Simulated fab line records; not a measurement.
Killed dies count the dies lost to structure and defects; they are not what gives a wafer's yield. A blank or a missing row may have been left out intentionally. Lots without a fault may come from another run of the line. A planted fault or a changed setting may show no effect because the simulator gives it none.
Shared-tool check / flow nand-harc / Sample size 7 lots and 21 wafers

WHY IT WAS OPENED
At NHARC_END_SORT_01 the reading killed-at-periphery is flagged on 2 of 7 lots. Fault-free wafers read 3.3, with a standard deviation of 2.6.
Rule: a lot gets a flag if all its wafers with a number sit over 4 standard deviations from that mean, or if no wafer of it has a number. The rest of the lots are taken to be sound.

lot=L922; measured=day 19 15:52; on=prober-01; killed-at-periphery, wafer by wafer=3 1 3; flag=
lot=L929; measured=day 21 01:05; on=prober-01; killed-at-periphery, wafer by wafer=658 664 659; flag=FLAGGED
lot=L938; measured=day 23 13:21; on=prober-02; killed-at-periphery, wafer by wafer=649 639 638; flag=FLAGGED
lot=L942; measured=day 23 20:22; on=prober-02; killed-at-periphery, wafer by wafer=8 3 1; flag=
lot=L940; measured=day 24 04:05; on=prober-01; killed-at-periphery, wafer by wafer=2 1 3; flag=
lot=L943; measured=day 24 04:56; on=prober-02; killed-at-periphery, wafer by wafer=6 4 4; flag=
lot=L944; measured=day 24 11:54; on=prober-01; killed-at-periphery, wafer by wafer=10 12 13; flag=
The numbers of the flagged lots are 651.2 on average: +647.9 against the usual, or +99 or more standard deviations.

TOOL THAT RAN EACH LOT
4 process steps preceding the reading are held in the record, out of 1159 steps in the route. Read each cell as the tool, then ch plus the chambers that the sampled wafers visited, then the start.
lot=L922; flag=; NHARC_P_M1_CMP_23=cmp-01 ch 1,2,3, day 6 10:07; NHARC_P_M1_PRE_CLEAN_32=pecvd-03 ch 0,1,2, day 6 10:40; NHARC_P_M1_DEP_33=pecvd-03 ch 0,1,2, day 6 10:44; NHARC_P_M2_DEP_00=pecvd-01 ch 0,1,2, day 6 11:09
lot=L929; flag=FLAGGED; NHARC_P_M1_CMP_23=cmp-04 ch 0,1,2, day 7 19:52; NHARC_P_M1_PRE_CLEAN_32=pecvd-04 ch 1,2, day 7 20:23; NHARC_P_M1_DEP_33=pecvd-04 ch 1,2, day 7 20:28; NHARC_P_M2_DEP_00=pecvd-03 ch 0,1,2, day 7 20:55
lot=L938; flag=FLAGGED; NHARC_P_M1_CMP_23=cmp-01 ch 0,1,2, day 10 04:40; NHARC_P_M1_PRE_CLEAN_32=pecvd-03 ch 0,1, day 10 05:13; NHARC_P_M1_DEP_33=pecvd-03 ch 0,1, day 10 05:20; NHARC_P_M2_DEP_00=pecvd-04 ch 0,2, day 10 05:47
lot=L942; flag=; NHARC_P_M1_CMP_23=cmp-01 ch 0,2,3, day 11 04:25; NHARC_P_M1_PRE_CLEAN_32=pecvd-03 ch 1,2, day 11 04:53; NHARC_P_M1_DEP_33=pecvd-03 ch 1,2, day 11 04:58; NHARC_P_M2_DEP_00=pecvd-03 ch 0,1, day 11 05:25
lot=L940; flag=; NHARC_P_M1_CMP_23=cmp-01 ch 0,2,3, day 10 15:55; NHARC_P_M1_PRE_CLEAN_32=pecvd-03 ch 0,1,2, day 10 16:26; NHARC_P_M1_DEP_33=pecvd-03 ch 0,1,2, day 10 16:30; NHARC_P_M2_DEP_00=pecvd-03 ch 0,2, day 10 16:56
lot=L943; flag=; NHARC_P_M1_CMP_23=cmp-04 ch 0,3, day 11 02:16; NHARC_P_M1_PRE_CLEAN_32=pecvd-04 ch 0,1,2, day 11 02:52; NHARC_P_M1_DEP_33=pecvd-04 ch 0,1,2, day 11 02:57; NHARC_P_M2_DEP_00=pecvd-04 ch 1,2, day 11 03:36
lot=L944; flag=; NHARC_P_M1_CMP_23=cmp-02 ch 0,1,2, day 11 17:15; NHARC_P_M1_PRE_CLEAN_32=pecvd-04 ch 0,1,2, day 11 17:48; NHARC_P_M1_DEP_33=pecvd-04 ch 0,1,2, day 11 17:53; NHARC_P_M2_DEP_00=pecvd-03 ch 0,1,2, day 11 18:17
What is done by these steps:
- NHARC_P_M1_CMP_23: polishes, t overpolish 20 s, target thk 157.82 nm.
- NHARC_P_M1_PRE_CLEAN_32: time 12 s.
- NHARC_P_M1_DEP_33: deposits SiCN, target thk 30 nm.
- NHARC_P_M2_DEP_00: deposits SiOC, target thk 182.5 nm.
- NHARC_END_SORT_01

FLAGGED AGAINST TOTAL, ONE TOOL AT A TIME (gauges that did the reading follow at the end)
step=NHARC_P_M1_CMP_23; tool=cmp-01; lots run=4; flagged=1; share of the flagged lots=some; sound lots run after its first flagged lot=2 (L940,L942)
step=NHARC_P_M1_CMP_23; tool=cmp-02; lots run=1; flagged=0; share of the flagged lots=none; sound lots run after its first flagged lot=-
step=NHARC_P_M1_CMP_23; tool=cmp-04; lots run=2; flagged=1; share of the flagged lots=some; sound lots run after its first flagged lot=1 (L943)
step=NHARC_P_M1_PRE_CLEAN_32; tool=pecvd-03; lots run=4; flagged=1; share of the flagged lots=some; sound lots run after its first flagged lot=2 (L940,L942)
step=NHARC_P_M1_PRE_CLEAN_32; tool=pecvd-04; lots run=3; flagged=1; share of the flagged lots=some; sound lots run after its first flagged lot=2 (L943,L944)
step=NHARC_P_M1_DEP_33; tool=pecvd-03; lots run=4; flagged=1; share of the flagged lots=some; sound lots run after its first flagged lot=2 (L940,L942)
step=NHARC_P_M1_DEP_33; tool=pecvd-04; lots run=3; flagged=1; share of the flagged lots=some; sound lots run after its first flagged lot=2 (L943,L944)
step=NHARC_P_M2_DEP_00; tool=pecvd-01; lots run=1; flagged=0; share of the flagged lots=none; sound lots run after its first flagged lot=-
step=NHARC_P_M2_DEP_00; tool=pecvd-03; lots run=4; flagged=1; share of the flagged lots=some; sound lots run after its first flagged lot=3 (L940,L942,L944)
step=NHARC_P_M2_DEP_00; tool=pecvd-04; lots run=2; flagged=1; share of the flagged lots=some; sound lots run after its first flagged lot=1 (L943)
step=NHARC_END_SORT_01; tool=prober-01; lots run=4; flagged=1; share of the flagged lots=some; sound lots run after its first flagged lot=2 (L940,L944)
step=NHARC_END_SORT_01; tool=prober-02; lots run=3; flagged=1; share of the flagged lots=some; sound lots run after its first flagged lot=2 (L942,L943)

WHAT THE TABLE PERMITS
No row of the table ran every flagged lot.

WHAT THE SIMULATOR HAD PUT IN
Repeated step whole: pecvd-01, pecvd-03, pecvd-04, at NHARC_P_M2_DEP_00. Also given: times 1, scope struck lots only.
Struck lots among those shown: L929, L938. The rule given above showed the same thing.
